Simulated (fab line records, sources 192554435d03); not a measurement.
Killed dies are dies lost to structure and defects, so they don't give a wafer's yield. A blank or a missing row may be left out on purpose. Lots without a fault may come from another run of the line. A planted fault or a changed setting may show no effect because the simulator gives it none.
fab line records | flow n5_finfet
record lots=6 wafers=18 last_day=17
route steps=1938 shown HKMG_FIN@394 BEOL_M4@1111 PASSIVATION@1936
lots that met no fault: from a run of the same line without faults
start_h: hours from the record's first day to the start of the lot's first wafer shown | wait_h: hours since the lot's step before | " the same as in the row above | L1.1+2: a row that stands for several wafers | - no value, or no start given | * or withheld: withheld | < > ~ a bound
route shown NAME@n: a module of which the file shows steps, and the number in the route of the first | usual: mean/standard deviation of fault-free wafers | same: alike in all rows | chamber/n: place in a boat | sites: the reading at each site | _std_site: their standard deviation | _edge_site: outer sites' mean less inner sites' | radius_mm: how far each site lies from the wafer's centre | mask NAME#n: copy n | behind: the tool/chamber that last shaped the wafer | hold: why the lot was held/for how many hours/how that ended | device: the transistor (n, p or np) that didn't switch | end of line: the same wafers' tests at the end of the route | a step without rows: its recipe alone | killed: dies lost to structure and defects at the first sort, not the wafer's yield | map: a wafer's dies, x killed, . not, _ none there
set.NAME: the setting as run; set.NAME@STEP: as run at that earlier step | model.NAME: the simulator's own value behind a step, which no gauge read
lots at some steps of the route; a table a step, a row a wafer
services: from which hour (start_h, from the record's first day; less than 0 if before it) a tool's chamber was out of use, for how many hours, and why
## steps
# step N5_HKMG_FIN_SOFTBAKE_44
# recipe temp_c=110 time_s=60 resist=CAR-ArF
# step N5_HKMG_FIN_EXPOSE_46
# recipe mask_id=NDIPOLE na=1.35 source_shape=conventional sigma_outer=0.8 polarization=unpolarized dose_mj=40
# step N5_HKMG_FIN_PEB_47
# recipe peb_temp_c=withheld peb_time_s=60 resist=CAR-ArF
# step N5_HKMG_FIN_DEVELOP_48
# recipe develop_time_s=30 developer=TMAH resist=CAR-ArF rinse_liquid=diw dry=air_spin dev_temp_c=23
# step N5_HKMG_FIN_CD_MEAS_49
# recipe target_cd_nm=202 landing_energy_ev=500 detector=se_inlens polarity=opening
# usual cd_nm=202.0/0.7
# columns lot.wafer tool chamber start_h wait_h cd_nm
L312.1 cd_sem-02 0 103.00 - 200.5
L312.5 " 0 " " 201.8
L312.6 " 0 " " 202.1
L315.2 cd_sem-02 0 124.06 - 202.3
L315.5 " 0 " " 203.0
L315.6 " 0 " " 201.8
L322.1 cd_sem-03 0 162.13 - 201.2
L322.3 " 0 " " 202.1
L322.4 " 0 " " 201.3
L323.2 cd_sem-03 0 169.10 - 201.1
L323.5 " 0 " " 200.8
L323.6 " 0 " " 201.1
L326.3 cd_sem-03 0 188.72 - 202.4
L326.5 " 0 " " 202.0
L326.6 " 0 " " 202.1
L327.2 cd_sem-03 0 194.73 - 202.3
L327.3 " 0 " " 202.7
L327.4 " 0 " " 200.6
# step N5_HKMG_FIN_OVL_MEAS_50
# recipe points_per_wafer=44
# usual NDIPOLE_OVL=-0.1/0.64
# columns lot.wafer tool chamber start_h wait_h NDIPOLE_OVL[nm]
L312.1 overlay-02 0 103.03 0.0 1.3
L312.5 " 0 " " 1.1
L312.6 " 0 " " 0.6
L315.2 overlay-02 0 124.08 0.0 -0.9
L315.5 " 0 " " -0.1
L315.6 " 0 " " -0.6
L322.1 overlay-02 0 162.16 0.0 0.7
L322.3 " 0 " " 0.1
L322.4 " 0 " " 1.2
L323.2 overlay-01 0 169.13 0.0 -1.0
L323.5 " 0 " " -0.1
L323.6 " 0 " " 0.4
L326.3 overlay-01 0 188.75 0.0 0.0
L326.5 " 0 " " -0.5
L326.6 " 0 " " 0.5
L327.2 overlay-01 0 194.75 0.0 0.4
L327.3 " 0 " " 0.2
L327.4 " 0 " " 0.4
# step N5_HKMG_FIN_INSPECT_61
# recipe mode=adi inspect_instrument=macro
# usual raw_defect_count=2.2/1.4
# columns lot.wafer tool chamber start_h wait_h raw_defect_count
L312.1 defect_inspect-01 - 103.06 0.0 1
L312.5 " - " " 3
L312.6 " - " " 2
L315.2 defect_inspect-02 - 124.11 0.0 5
L315.5 " - " " 0
L315.6 " - " " 4
L322.1 defect_inspect-02 - 162.18 0.0 1
L322.3 " - " " 3
L322.4 " - " " 4
L323.2 defect_inspect-02 - 169.16 0.0 0
L323.5 " - " " 3
L323.6 " - " " 0
L326.3 defect_inspect-02 - 188.78 0.0 3
L326.5 " - " " 3
L326.6 " - " " 4
L327.2 defect_inspect-02 - 194.78 0.0 3
L327.3 " - " " 2
L327.4 " - " " 4
# step N5_HKMG_FIN_DESCUM_53
# recipe chemistry=O2 time_s=7.9 source_power_w=50 bias_power_w=20 pressure_mtorr=20 rf_frequency_hz=2.712e+07 temp_c=40 resist=CAR-ArF o2_flow_sccm=225
# usual drypump_motor_current_A=5.8/0.46 oes_product_au=0.78/0.092 rf_vpp_V=243.1/1.5 showerhead_plenum_p_Torr=2.09/0.077 throttle_valve_pct=20.48/0.25
# same time_s=7.9
# columns lot.wafer tool chamber start_h wait_h drypump_motor_current_A oes_product_au rf_hours_counter_h rf_vpp_V showerhead_plenum_p_Torr throttle_valve_pct
L312.1 rie_diel-06 3 103.44 0.4 5.5 0.67 250 243.2 2.04 20.87
L312.5 " 0 " " 6.5 0.79 - 242.3 2.03 20.47
L312.6 " 3 " " 5.5 0.67 - 242.2 2.04 20.88
L315.2 rie_diel-01 0 124.14 0.0 5.5 0.75 156 244.6 2.16 20.31
L315.5 " 3 " " 5.5 0.74 - 242.8 2.09 20.51
L315.6 " 2 " " 5.8 0.70 - 242.8 2.08 20.58
L322.1 rie_diel-01 3 162.23 0.1 5.5 0.74 189 243.0 2.09 20.52
L322.3 " 1 " " 5.3 0.71 209 242.3 2.00 21.07
L322.4 " 0 " " 5.5 0.74 169 244.7 2.16 20.33
L323.2 rie_diel-01 0 169.19 0.0 5.5 0.74 172 244.1 2.16 20.33
L323.5 " 2 " " 5.8 0.68 - 242.3 2.08 20.60
L323.6 " 3 " " 5.5 0.73 - 244.2 2.09 20.53
L326.3 rie_diel-03 2 188.81 0.0 5.8 0.93 15 246.5 2.22 20.37
L326.5 " 3 " " 6.6 0.82 - 244.9 2.20 20.23
L326.6 " 2 " " 5.7 0.93 - 245.3 2.22 20.37
L327.2 rie_diel-03 2 194.81 0.0 5.7 0.92 18 245.6 2.22 20.36
L327.3 " 3 " " 6.6 0.82 79 244.0 2.20 20.22
L327.4 " 0 " " 5.4 0.74 - 239.3 2.02 20.57
# step N5_HKMG_FIN_ETCH_54
# recipe chemistry=CF4 target=SiARC target_depth_a=455 mask_material=CAR-ArF time_s=75.8 ion_energy_ev=80 pressure_mtorr=40 source_w=545 bias_w=36 Ar_flow_sccm=100 cf4_flow_sccm=100 ends=cleared
# usual drypump_motor_current_A=5.8/0.46 etch_rf_on_time_s=76.7/1.3 oes_product_au=0.66/0.078 rf_fwd_power_W=539.9/1.8 rf_vpp_V=183.9/1.4 showerhead_plenum_p_Torr=2.13/0.075 throttle_valve_pct=15.66/0.25
# columns lot.wafer tool chamber start_h wait_h drypump_motor_current_A etch_rf_on_time_s oes_product_au rf_fwd_power_W rf_hours_counter_h rf_vpp_V showerhead_plenum_p_Torr throttle_valve_pct
L312.1 rie_diel-06 3 103.47 0.0 5.5 77.4 0.58 540.8 250 182.8 2.11 16.19
L312.5 " 0 " " 6.5 77.1 0.67 540.2 - 181.9 2.08 15.62
L312.6 " 3 " " 5.5 77.4 0.57 542.1 - 183.7 2.11 16.18
L315.2 rie_diel-01 0 124.18 0.0 5.5 79.0 0.63 538.5 156 184.5 2.23 15.63
L315.5 " 3 " " 5.5 75.9 0.63 542.2 - 184.0 2.12 15.51
L315.6 " 2 " " 5.8 78.7 0.60 539.0 - 184.4 2.13 15.73
L322.1 rie_diel-01 3 162.27 0.0 5.5 76.5 0.61 540.0 189 184.4 2.11 15.55
L322.3 " 1 " " 5.3 74.9 0.61 540.6 209 181.2 2.04 16.14
L322.4 " 0 " " 5.5 77.5 0.63 539.5 169 187.0 2.22 15.66
L323.2 rie_diel-01 0 169.23 0.0 5.5 78.1 0.62 540.4 172 184.9 2.22 15.68
L323.5 " 2 " " 5.8 77.7 0.60 538.1 - 183.3 2.13 15.74
L323.6 " 3 " " 5.5 76.2 0.63 540.6 - 183.8 2.11 15.54
L326.3 rie_diel-03 2 188.84 0.0 5.7 76.0 0.79 540.9 15 186.2 2.28 15.59
L326.5 " 3 " " 6.6 79.1 0.70 536.0 - 185.1 2.24 15.37
L326.6 " 2 " " 5.7 76.1 0.78 539.7 - 185.0 2.28 15.59
L327.2 rie_diel-03 2 194.85 0.0 5.7 76.3 0.77 542.7 18 186.5 2.28 15.59
L327.3 " 3 " " 6.6 78.2 0.70 540.2 79 185.4 2.24 15.38
L327.4 " 0 " " 5.4 75.9 0.62 539.2 - 182.9 2.05 15.70
# step N5_HKMG_FIN_ETCH_55
# recipe chemistry=N2/H2 target=SOC target_depth_a=2400 temp_c=40 time_s=300 ion_energy_ev=200 mask_material=SiARC pressure_mtorr=30 source_w=840 bias_w=150 n2_flow_sccm=200 h2_flow_sccm=200
# usual drypump_motor_current_A=5.8/0.46 oes_product_au=0.78/0.092 rf_fwd_power_W=837.9/2.4 rf_vpp_V=523.6/2.9 showerhead_plenum_p_Torr=2.53/0.095 throttle_valve_pct=17.90/0.26
# same time_s=300
# columns lot.wafer tool chamber start_h wait_h drypump_motor_current_A oes_product_au rf_fwd_power_W rf_hours_counter_h rf_vpp_V showerhead_plenum_p_Torr throttle_valve_pct
L312.1 rie_diel-06 3 103.53 0.0 5.5 0.67 840.2 250 523.4 2.50 18.46
L312.5 " 0 " " 6.5 0.79 836.5 - 521.6 2.46 17.75
L312.6 " 3 " " 5.5 0.67 840.9 - 522.3 2.50 18.44
L315.2 rie_diel-01 0 124.23 0.0 5.5 0.74 838.1 156 526.8 2.65 17.94
L315.5 " 3 " " 5.5 0.74 835.0 - 523.5 2.52 17.76
L315.6 " 2 " " 5.8 0.71 834.0 - 523.6 2.54 17.94
L322.1 rie_diel-01 3 162.32 0.0 5.5 0.72 839.3 189 522.6 2.51 17.78
L322.3 " 1 " " 5.3 0.71 840.7 210 520.1 2.41 18.37
L322.4 " 0 " " 5.5 0.73 840.2 169 526.3 2.65 17.96
L323.2 rie_diel-01 0 169.28 0.0 5.5 0.73 834.9 172 526.9 2.64 17.96
L323.5 " 2 " " 5.8 0.69 839.6 - 522.3 2.53 17.96
L323.6 " 3 " " 5.5 0.73 836.4 - 523.2 2.51 17.80
L326.3 rie_diel-03 2 188.90 0.0 5.7 0.91 839.4 15 528.7 2.71 17.82
L326.5 " 3 " " 6.6 0.82 832.5 - 528.0 2.66 17.47
L326.6 " 2 " " 5.8 0.92 845.1 - 528.8 2.71 17.80
L327.2 rie_diel-03 2 194.90 0.0 5.8 0.91 834.0 18 528.0 2.70 17.82
L327.3 " 3 " " 6.6 0.80 837.6 79 527.8 2.66 17.49
L327.4 " 0 " " 5.3 0.72 839.1 - 520.2 2.42 17.86
# step N5_HKMG_FIN_STRIP_56
# recipe chemistry=N2/H2 temp_c=40 n2_flow_sccm=200 h2_flow_sccm=200 rf_frequency_hz=6e+07
# step N5_HKMG_FIN_STRIP_57
# recipe chemistry=CF4 resist=SiARC power_w=300 bias_power_w=75 pressure_mtorr=50 cf4_flow_sccm=150 rf_frequency_hz=6e+07
# usual drypump_motor_current_A=5.7/0.46 oes_product_au=0.78/0.088 rf_vpp_V=271.0/1.5 showerhead_plenum_p_Torr=1.79/0.06 throttle_valve_pct=13.64/0.25
# columns lot.wafer tool chamber start_h wait_h drypump_motor_current_A oes_product_au rf_hours_counter_h rf_vpp_V showerhead_plenum_p_Torr throttle_valve_pct
L312.1 rie_diel-06 3 103.72 0.0 5.5 0.67 250 270.2 1.77 14.16
L312.5 " 0 " " 6.5 0.79 - 270.2 1.75 13.58
L312.6 " 3 " " 5.5 0.67 - 270.3 1.77 14.16
L315.2 rie_diel-01 0 124.42 0.0 5.5 0.75 156 270.9 1.87 13.62
L315.5 " 3 " " 5.5 0.73 - 271.4 1.77 13.51
L315.6 " 2 " " 5.8 0.72 - 270.4 1.79 13.71
L322.1 rie_diel-01 3 162.52 0.0 5.5 0.72 189 269.5 1.77 13.53
L322.3 " 1 " " 5.3 0.70 210 268.7 1.71 14.10
L322.4 " 0 " " 5.5 0.73 169 273.5 1.86 13.66
L323.2 rie_diel-01 0 169.47 0.0 5.5 0.73 172 271.9 1.86 13.66
L323.5 " 2 " " 5.8 0.71 - 271.0 1.78 13.74
L323.6 " 3 " " 5.5 0.72 - 270.3 1.77 13.53
L326.3 rie_diel-03 2 189.09 0.0 5.7 0.91 16 273.7 1.91 13.48
L326.5 " 3 " " 6.6 0.83 - 274.5 1.86 13.32
L326.6 " 2 " " 5.7 0.91 - 272.5 1.91 13.49
L327.2 rie_diel-03 2 195.09 0.0 5.7 0.91 18 274.2 1.90 13.49
L327.3 " 3 " " 6.6 0.83 79 272.4 1.86 13.33
L327.4 " 0 " " 5.3 0.72 - 269.7 1.72 13.69
# step N5_HKMG_FIN_ETCH_58
# recipe chemistry=N2/H2 target=SOC target_depth_a=2158 ion_energy_ev=50 bias_w=13 time_s=741 pressure_mtorr=30 source_w=875 n2_flow_sccm=200 h2_flow_sccm=200
# usual drypump_motor_current_A=5.8/0.46 oes_product_au=0.78/0.093 rf_fwd_power_W=874.4/2.7 rf_vpp_V=99.1/0.99 showerhead_plenum_p_Torr=2.53/0.095 throttle_valve_pct=17.85/0.26
# same time_s=741
# columns lot.wafer tool chamber start_h wait_h drypump_motor_current_A oes_product_au rf_fwd_power_W rf_hours_counter_h rf_vpp_V showerhead_plenum_p_Torr throttle_valve_pct model.etch.depth_nm model.SOC_of_HKMG_FIN_COAT_41.thk_nm model.HKMG_FIN.feature_depth_nm
L312.1 rie_diel-06 3 103.74 0.0 5.5 0.66 876.7 250 98.3 2.50 18.41 206.6 93.2 206.6
L312.5 " 0 " " 6.5 0.78 875.5 - 98.8 2.46 17.71 208 93.2 208
L312.6 " 3 " " 5.5 0.67 877.5 - 99.7 2.50 18.40 207.1 93.2 207.2
L315.2 rie_diel-01 0 124.44 0.0 5.5 0.74 876.0 156 100.3 2.65 17.91 209.4 90.2 209.4
L315.5 " 3 " " 5.5 0.74 877.8 - 99.0 2.52 17.73 215.5 84 215.6
L315.6 " 2 " " 5.8 0.71 877.4 - 100.0 2.54 17.90 207.2 92 207.2
L322.1 rie_diel-01 3 162.54 0.0 5.5 0.72 874.0 189 98.1 2.51 17.73 213 86.6 213
L322.3 " 1 " " 5.3 0.71 875.9 210 97.8 2.41 18.31 213.4 86.6 213.4
L322.4 " 0 " " 5.5 0.81 1086.2 170 92.8 2.64 17.91 249.3 50.6 249.4
L323.2 rie_diel-01 0 169.49 0.0 5.5 0.82 1082.4 172 93.3 2.64 17.94 253 46.6 253
L323.5 " 2 " " 5.8 0.70 875.6 - 99.9 2.53 17.92 208.3 92 208.2
L323.6 " 3 " " 5.5 0.73 879.2 - 96.7 2.51 17.75 214.3 85.8 214.2
L326.3 rie_diel-03 2 189.11 0.0 5.7 0.92 874.2 16 99.7 2.70 17.79 217.1 82.4 217
L326.5 " 3 " " 6.6 0.81 871.4 - 100.9 2.67 17.45 209.1 91 209
L326.6 " 2 " " 5.7 0.91 869.9 - 99.7 2.71 17.77 215.6 83.6 215.6
L327.2 rie_diel-03 2 195.11 0.0 5.7 0.91 872.4 18 100.1 2.70 17.78 217 81.6 217
L327.3 " 3 " " 6.6 0.81 872.1 79 100.2 2.66 17.46 208.3 91.6 208.2
L327.4 " 0 " " 5.4 0.72 877.7 - 98.6 2.42 17.83 215.9 83 215.8
# step N5_HKMG_FIN_STRIP_93
# recipe chemistry=N2/H2 material=SOC time_s=20 power_w=500 temp_c=40 pressure_mtorr=50 rf_frequency_hz=6e+07 bias_power_w=8 h2_frac=0.5 n2_flow_sccm=300 h2_flow_sccm=300
# usual drypump_motor_current_A=5.8/0.46 oes_product_au=0.78/0.092 rf_vpp_V=54.2/0.82 showerhead_plenum_p_Torr=3.35/0.12 throttle_valve_pct=19.1/0.41
# same time_s=20
# columns lot.wafer tool chamber start_h wait_h drypump_motor_current_A oes_product_au rf_hours_counter_h rf_vpp_V showerhead_plenum_p_Torr throttle_valve_pct model.SOC_of_HKMG_FIN_COAT_41.thk_nm
L312.1 rie_diel-06 3 104.17 0.2 5.6 0.67 250 54.9 3.30 19.8 83.4
L312.5 " 0 " " 6.5 0.77 - 54.5 3.26 18.7 83.4
L312.6 " 3 " " 5.6 0.67 - 54.0 3.30 19.8 83.4
L315.2 rie_diel-01 0 124.87 0.2 5.5 0.73 156 53.4 3.50 19.5 80.4
L315.5 " 3 " " 5.5 0.73 - 54.8 3.33 18.8 73.8
L315.6 " 2 " " 5.8 0.71 - 55.5 3.35 18.8 82
L322.1 rie_diel-01 3 162.96 0.2 5.5 0.73 189 53.5 3.32 18.9 76.4
L322.3 " 1 " " 5.4 0.73 210 53.1 3.20 19.6 76.2
L322.4 " 0 " " 5.5 0.74 170 54.4 3.49 19.5 40.6
L323.2 rie_diel-01 0 169.92 0.2 5.5 0.73 172 52.8 3.49 19.5 36.6
L323.5 " 2 " " 5.8 0.70 - 54.5 3.34 18.9 82
L323.6 " 3 " " 5.5 0.73 - 54.9 3.32 18.9 75.6
L326.3 rie_diel-03 2 189.54 0.2 5.7 0.91 16 55.8 3.57 19.2 72.2
L326.5 " 3 " " 6.6 0.82 - 55.4 3.51 18.3 81.2
L326.6 " 2 " " 5.7 0.92 - 54.3 3.56 19.1 73.4
L327.2 rie_diel-03 2 195.54 0.2 5.7 0.91 18 53.3 3.56 19.2 71.2
L327.3 " 3 " " 6.6 0.82 80 54.6 3.51 18.3 81.6
L327.4 " 0 " " 5.3 0.72 - 54.0 3.20 19.2 72.8
# step N5_HKMG_FIN_WET_ETCH_76
# recipe chemistry=dNH4OH mix=1:50 temp_c=25 target=Al2O3 stop_on=La2O3 target_depth_nm=2.25 dry=ipa_marangoni rinse_time_s=30 rinse_temp_c=23
# step N5_BEOL_M4_RC_MEAS_101
# usual DIBL_N=36.4/1.6 DIBL_P=36.2/1.8 IOFF_N=0.159/0.029 IOFF_P=0.21/0.034 ION_N=670/12 ION_P=459/8.2 SS_N=71.5/0.59 SS_P=73.2/0.54 VT_N=250/3.3 VT_P=-250/3.7
# columns lot.wafer tool chamber start_h wait_h DIBL_N[mV/V] DIBL_P[mV/V] IOFF_N[nA/um] IOFF_P[nA/um] ION_N[uA/um] ION_P[uA/um] SS_N[mV/dec] SS_P[mV/dec] VT_N[mV] VT_P[mV]
L312.1 prober-02 0 217.70 0.0 36.9 38.3 0.168 0.21 670 454 71.9 73.0 248 -253
L312.5 " 0 " " 35.8 37.0 0.154 0.19 668 457 71.7 73.5 250 -251
L312.6 " 0 " " 36.5 38.1 0.169 0.22 677 468 72.0 73.5 249 -250
L315.2 prober-01 0 256.75 0.2 36.7 37.9 0.171 0.21 669 454 72.5 73.3 248 -252
L315.5 " 0 " " 34.8 35.3 0.136 0.16 661 447 71.7 72.5 253 -255
L315.6 " 0 " " 36.0 37.3 0.160 0.19 670 452 71.4 72.8 249 -256
L322.1 prober-02 0 285.69 0.0 37.2 36.5 0.159 0.21 659 453 71.9 73.5 252 -253
L322.3 " 0 " " 37.6 37.0 0.167 0.21 670 454 70.9 73.3 249 -250
L322.4 " 0 " " 37.5 37.7 0.163 0.22 660 451 71.6 74.1 251 -249
L323.2 prober-01 0 288.18 0.2 34.9 34.8 0.139 0.19 677 461 71.3 73.2 251 -253
L323.5 " 0 " " 36.2 37.2 0.160 0.23 679 470 70.8 74.1 247 -248
L323.6 " 0 " " 35.3 35.4 0.146 0.19 666 459 70.5 73.4 250 -250
L326.3 prober-02 0 294.08 0.3 37.1 35.8 0.149 0.22 675 468 71.9 73.7 248 -250
L326.5 " 0 " " 36.1 35.0 0.148 0.22 665 458 71.8 73.3 251 -248
L326.6 " 0 " " 37.3 35.3 0.160 0.21 673 461 71.1 72.7 250 -250
L327.2 prober-02 0 304.25 0.2 36.5 34.4 0.146 0.17 665 455 72.2 72.6 250 -253
L327.3 " 0 " " 37.5 36.1 0.160 0.21 666 459 72.0 73.2 249 -252
L327.4 " 0 " " 37.6 35.4 0.173 0.19 684 461 71.6 73.4 247 -250
# step N5_PASSIVATION_PROBE_49
# usual defect_limited_yield=91.1/1.5 killed_at_M0_to_M3=33/9.9 killed_at_M4_up=14/5.2 killed_at_contacts=12/6.7 killed_at_front_end=43/13 killed_at_other=3.4/2.7 killed_dies=105/17 killed_open=69/13 killed_short=33/7.5 sort_bin_5_function=5.2/0.91 sort_bin_6_memory=3.3/0.71 sort_n_pass=1075/17 sort_yield_pct=91.1/1.5
# same gross_dies=1180 killed_at_back_side=0 sort_bin_4_leakage[%]=0 sort_bin_8_speed[%]=0
# columns lot.wafer tool chamber start_h wait_h defect_limited_yield[%] killed_at_M0_to_M3 killed_at_M4_up killed_at_contacts killed_at_front_end killed_at_other killed_dies killed_open killed_short sort_bin_5_function[%] sort_bin_6_memory[%] sort_n_pass sort_yield_pct[%]
L326.3 prober-01 - 405.68 0.1 91.9 19 3 22 47 5 96 61 33 5.0 2.9 1084 91.9
L326.5 prober-01 - 405.78 0.2 91.2 33 12 15 43 1 104 68 32 4.8 3.6 1076 91.2
L326.6 prober-01 - 405.83 0.3 92.5 13 13 12 43 7 88 56 29 4.8 2.5 1092 92.5
# killed by level:class
L326.3 MOL_CONTACT_COAG:geometric_particle:open=20 FIN_SAQP:geometric_particle:short=12 DUMMY_GATE:geometric_particle:open=12 STI_FIN_REVEAL:geometric_particle:open=7 BEOL_M0_SAQP:geometric_particle:short=6 FIN_SAQP:geometric_particle:open=5 DUMMY_GATE:geometric_particle:short=4 BEOL_M0_SAQP:geometric_particle:open=3
L326.5 MOL_CONTACT_COAG:geometric_particle:open=12 STI_FIN_REVEAL:geometric_particle:open=8 BEOL_M1:geometric_particle:open=8 BEOL_M2:geometric_particle:open=7 BEOL_M4:geometric_particle:open=6 DUMMY_GATE:geometric_particle:open=5 BEOL_M0:geometric_particle:open=5 FIN_SAQP:geometric_particle:open=4
L326.6 STI_FIN_REVEAL:geometric_particle:open=10 DUMMY_GATE:geometric_particle:open=8 MOL_CONTACT_COAG:geometric_particle:open=7 FIN_SAQP:geometric_particle:short=5 BEOL_M4:geometric_particle:open=5 STARTING-WAFER:geometric_particle:short=5 FIN_SAQP:geometric_particle:open=4 MOL_CONTACT_COAG:geometric_particle:short=4
## services
# columns tool chamber start_h hours kind
rie_diel-01 1 95.89 7.1 repair
rie_diel-06 3 104.22 - clean
rie_diel-06 3 104.22 - consumable_replace:focus_ring
rie_diel-06 3 104.22 26.0 scheduled_down
rie_diel-06 3 104.22 26.0 vent_cycle
rie_diel-06 - 127.09 0.4 repair
rie_diel-03 2 127.13 - clean
rie_diel-03 2 127.13 - consumable_replace:focus_ring
rie_diel-03 2 127.13 - consumable_replace:showerhead
rie_diel-03 2 127.13 11.0 scheduled_down
rie_diel-03 2 127.13 11.0 vent_cycle
rie_diel-06 1 130.24 - clean
rie_diel-06 1 130.24 - consumable_replace:focus_ring
rie_diel-06 1 130.24 18.3 scheduled_down
rie_diel-06 1 130.24 18.3 vent_cycle
rie_diel-06 2 166.95 - clean
rie_diel-06 2 166.95 - consumable_replace:focus_ring
rie_diel-06 2 166.95 22.3 scheduled_down
rie_diel-06 2 166.95 22.3 vent_cycle
rie_diel-03 2 177.94 5.5 repair
rie_diel-03 1 183.66 - clean
rie_diel-03 1 183.66 - consumable_replace:focus_ring
rie_diel-03 1 183.66 31.7 scheduled_down
rie_diel-03 1 183.66 31.7 vent_cycle
## key
first_sign step=N5_HKMG_FIN_ETCH_58 reading=rf_fwd_power_W direction=up sigmas=79 usual=* struck=*
effect step=N5_HKMG_FIN_ETCH_58 reading=rf_vpp_V direction=down sigmas=6.1 usual=99.1 struck=93.0
model_effect step=N5_HKMG_FIN_ETCH_58 value=etch.depth_nm without=209 struck=251.2
model_effect step=N5_HKMG_FIN_STRIP_93 value=SOC_of_HKMG_FIN_COAT_41.thk_nm without=80.7 struck=38.6
met_at N5_HKMG_FIN_ETCH_58
struck_wafers L322.4,L323.2
onset_between 124.44 162.54
fault kind=process_parameter_drift tool=rie_diel-01 chamber=0 onset_h=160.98 steps=N5_HKMG_FIN_ETCH_58 channel=source_w offset=210 shape=step end_h=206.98 acts_in=these_recipes_only stated=875
